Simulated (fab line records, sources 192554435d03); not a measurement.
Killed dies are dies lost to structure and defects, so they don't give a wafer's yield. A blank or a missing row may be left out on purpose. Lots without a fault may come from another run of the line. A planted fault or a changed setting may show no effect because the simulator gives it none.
A struck lot beside a sound one | flow n5_finfet | 20 steps out of a route of 1938
Sound: wafers L503.4, L503.5, L503.6. Struck: wafer L510.4. (L510.1, L510.6 of the same lot were not struck and are left out.) The cause comes at the end.
At each step with rows: each side's tool, then ch and its chambers, then its first start. Under that, the readings that differ: sound wafers | struck wafers | difference of the means | sigmas: that difference in standard deviations of wafers without a fault.
alike: readings whose means differ by less than 2 such deviations, and words and numbers that are the same on both sides. not compared: withheld readings, readings that some wafer has no value for, bounds like >300 that may hide the same value, and numbers for which the record gives no deviation and whose values overlap.
The two part at a step that has a row with sigmas, a row that says differs or no value, or rows on one side only. Numbers that don't overlap but have no deviation are shown without sigmas and don't part them. A reading that every wafer of one side lacks parts them only if that side has two wafers or more.

first, 8 steps without rows for these wafers: N5_BEOL_M15_COAT_58 (time 60 s, resist thk 89 nm); N5_BEOL_M15_COAT_04 (resist thk 800 nm); N5_BEOL_M15_EBR_06; N5_BEOL_M15_SOFTBAKE_05 (time 60 s); N5_BEOL_M15_EXPOSE_07 (exposes mask V14); N5_BEOL_M15_PEB_08 (peb time 90 s); N5_BEOL_M15_DEVELOP_09 (develop time 45 s); N5_BEOL_M15_HARDBAKE_14 (time 120 s).
N5_BEOL_M15_CD_MEAS_10: target cd 360 nm.
  sound on cd_sem-01 ch 0, day 13 07:20; struck on cd_sem-01 ch 0, day 14 22:29
  alike: cd_nm
N5_BEOL_M15_OVL_MEAS_11:
  sound on overlay-01 ch 0, day 13 07:21; struck on overlay-02 ch 0, day 14 22:31
  alike: V14_OVL
N5_BEOL_M15_INSPECT_12: inspects for defects (macro).
  sound on defect_inspect-01, day 13 07:23; struck on defect_inspect-01, day 14 22:32
  alike: raw_defect_count
N5_BEOL_M15_DESCUM_15: chemistry O2, time 7.9 s.
  sound on rie_diel-04 ch 0,1,3, day 13 07:26; struck on rie_diel-03 ch 1, day 14 23:10
  reading                | sound | struck | difference                   | sigmas
  rf_hours_counter_h (h) | - - - | 244    | no value on the sound wafers |
  alike: drypump_motor_current_A, oes_product_au, rf_vpp_V, showerhead_plenum_p_Torr, throttle_valve_pct
N5_BEOL_M15_ETCH_59: etches BARC in N2/H2, target depth 89 nm, overetch 26.7 nm, time 67.9 s.
  sound on rie_diel-04 ch 0,1,3, day 13 07:28; struck on rie_diel-03 ch 1, day 14 23:13
  reading                                    | sound            | struck | difference                   | sigmas
  rf_hours_counter_h (h)                     | - - -            | 244    | no value on the sound wafers |
  run_length_s (s)                           | 90.6 90.8 91.3   | 71.7   | -19.2                        | -36
  model.coat_of_BEOL_M15_COAT_04.thk_nm (nm) | 716 712.8 713.6  | 740    | +26                          |
  model.etch.depth_nm (nm)                   | 88.9 89.18 88.79 | 79.88  | -9.08                        |
  alike: drypump_motor_current_A, oes_product_au, rf_vpp_V, showerhead_plenum_p_Torr, throttle_valve_pct
N5_BEOL_M15_VIA_ETCH_16: etches SiO2 in C4F8/O2/Ar, target depth 1792.2 nm.
  sound on rie_diel-04 ch 0,1,3, day 13 07:37; struck on rie_diel-03 ch 1, day 14 23:16
  reading                                    | sound             | struck | difference | sigmas
  C4F8_flow_sccm (sccm)                      | 15.95 15.97 15.98 | 16.06  | +0.09      | +2
  model.coat_of_BEOL_M15_COAT_04.thk_nm (nm) | 323 327 327.6     | 350.6  | +24.7      |
  alike: drypump_motor_current_A, oes_product_au, rf_vpp_V, showerhead_plenum_p_Torr, throttle_valve_pct
N5_BEOL_M15_STRIP_63: strips in O2.
  sound on rie_diel-04 ch 0,1,3; struck on rie_diel-03 ch 1
  reading                | sound | struck | difference                   | sigmas
  rf_hours_counter_h (h) | - - - | 244    | no value on the sound wafers |
  alike: drypump_motor_current_A, oes_product_au, rf_vpp_V, showerhead_plenum_p_Torr, throttle_valve_pct
N5_BEOL_M15_STRIP_64: strips in O2.
  sound on rie_diel-04 ch 0,1,3; struck on rie_diel-03 ch 1
  reading                | sound | struck | difference                   | sigmas
  rf_hours_counter_h (h) | - - - | 244    | no value on the sound wafers |
  alike: drypump_motor_current_A, oes_product_au, rf_vpp_V, showerhead_plenum_p_Torr, throttle_valve_pct
then, 2 steps without rows for these wafers: N5_BEOL_M15_STRIP_65 (strips in post etch residue remover, time 60 s); N5_BEOL_M15_SRD_66 (time 30 s, dry time 30 s).
N5_BEOL_M15_CD_MEAS_17: target cd 360 nm.
  sound on cd_sem-02, day 13 07:55; struck on cd_sem-02, day 14 23:40
  reading    | sound             | struck | difference | sigmas
  cd_nm (nm) | 360.7 361.1 361.9 | 356.0  | -5.2       | -3
then, 1 step without rows for these wafers: N5_BEOL_M15_COAT_56 (time 60 s, resist thk 550 nm).

WHERE THEY PART
First at N5_BEOL_M15_DESCUM_15; last, within this record, at N5_BEOL_M15_CD_MEAS_17.

WHY: what the simulator had put in
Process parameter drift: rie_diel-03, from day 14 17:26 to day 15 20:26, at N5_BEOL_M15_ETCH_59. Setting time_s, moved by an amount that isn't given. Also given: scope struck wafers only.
